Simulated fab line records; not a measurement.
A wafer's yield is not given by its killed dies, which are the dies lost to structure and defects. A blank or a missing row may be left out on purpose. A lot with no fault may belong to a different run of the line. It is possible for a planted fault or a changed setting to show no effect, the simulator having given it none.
Comparing a struck lot with a sound one / flow n5_finfet / 13 steps out of a route of 1938
Sound: these wafers, L502.1, L502.2, L502.4. Struck: wafers L497.4, L497.5. (L497.3 of the same lot was not struck and is left out.) The cause comes at the end.
Per side, at each step with rows, come the tool, then ch with its chambers, and then its first start. Under that, the readings that differ: sound wafers / struck wafers / difference of the means / sigmas: that difference in standard deviations of wafers without a fault.
alike: a reading whose means differ by less than 2 such deviations, as well as words and numbers matching on both sides. not compared: withheld readings; readings where some wafer has no value; bounds like >300 that might hide an equal value; numbers whose values overlap and for which the record gives no deviation.
A row with sigmas, a row that says differs or no value, or rows on one side alone: a step with any of these is where the two part. Numbers that have no deviation but don't overlap get no sigmas and don't part them. A reading that every wafer of one side lacks parts them only if that side has two wafers or more.

first, 1 step without rows for these wafers: N5_BEOL_M5_CVD_47 (deposits Co from CCTBA/H2, target thk 3 nm, time 216 s).
N5_BEOL_M5_SPUTTER_48: material Cu, target thk 15 nm, time 27.62 s.
  sound on pvd_sputter-02, day 15 21:37; struck on pvd_sputter-01, day 14 21:58
  alike: throttle_valve_pct
N5_BEOL_M5_ANNEAL_49: time 1800 s.
  sound on pvd_sputter-02, day 15 21:42; struck on pvd_sputter-01, day 14 22:02
  alike: heater_power_w
N5_BEOL_M5_SPUTTER_81: material Cu, target thk 15 nm, time 27.62 s.
  sound on pvd_sputter-02, day 15 22:42; struck on pvd_sputter-01, day 14 23:02
  alike: throttle_valve_pct
then, 5 steps without rows for these wafers: N5_BEOL_M5_ANNEAL_82 (time 1800 s); N5_BEOL_M5_SPUTTER_83 (material Cu, target thk 15 nm, time 27.62 s); N5_BEOL_M5_ANNEAL_84 (time 1800 s); N5_BEOL_M5_SPUTTER_88 (material Cu, target thk 15 nm, time 27.62 s); N5_BEOL_M5_ANNEAL_89 (time 1800 s).
N5_BEOL_M5_SPUTTER_90: material Cu, target thk 4.5 nm, time 8.29 s.
  sound on pvd_sputter-02, day 16 01:58; struck on pvd_sputter-01, day 15 02:18
  alike: throttle_valve_pct
then, 1 step without rows for these wafers: N5_BEOL_M5_ECD_50 (material Cu, target thk 300 nm).
N5_BEOL_M5_ANNEAL_51: time 90 s.
  sound on rtp_anneal-02 ch 0, day 16 02:20; struck on rtp_anneal-02 ch 0, day 15 02:36
  alike: wafer_temp_C_max
N5_BEOL_M5_CMP_52: polishes, stops on SiCOH lowk, t overpolish 6.9 s, target thk 62 nm.
  sound on cmp-01 ch 0,1,2, day 16 02:38; struck on cmp-02 ch 0, day 15 02:48
reading=barrier_field_endpoint_s (s); sound=24.9 24.8 25.2; struck=13.3 13.4; difference=-11.6; sigmas=-18
reading=time_to_endpoint_s (s); sound=67 65 66; struck=31 34; difference=-34; sigmas=-11
reading=model.SiCOH_lowk_of_BEOL_M5_ILD_DEP_00.thk_nm (nm); sound=116.6 116.8 120.4; struck=115.8 115; difference=-2.5; sigmas=
reading=model.Cu_of_BEOL_M5_ECD_50.thk_nm (nm); sound=63.6 61.8 63; struck=59.8 58.6; difference=-3.6; sigmas=
  alike: motor_current_A, overpolish_run_s, platen_rpm

== WHERE THEY PART ==
At N5_BEOL_M5_CMP_52 and nowhere else, as far as this record goes.

WHY: what had been put in by the simulator
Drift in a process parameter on cmp-02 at N5_BEOL_M5_CMP_52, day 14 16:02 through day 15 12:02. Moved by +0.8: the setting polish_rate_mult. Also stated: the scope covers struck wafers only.
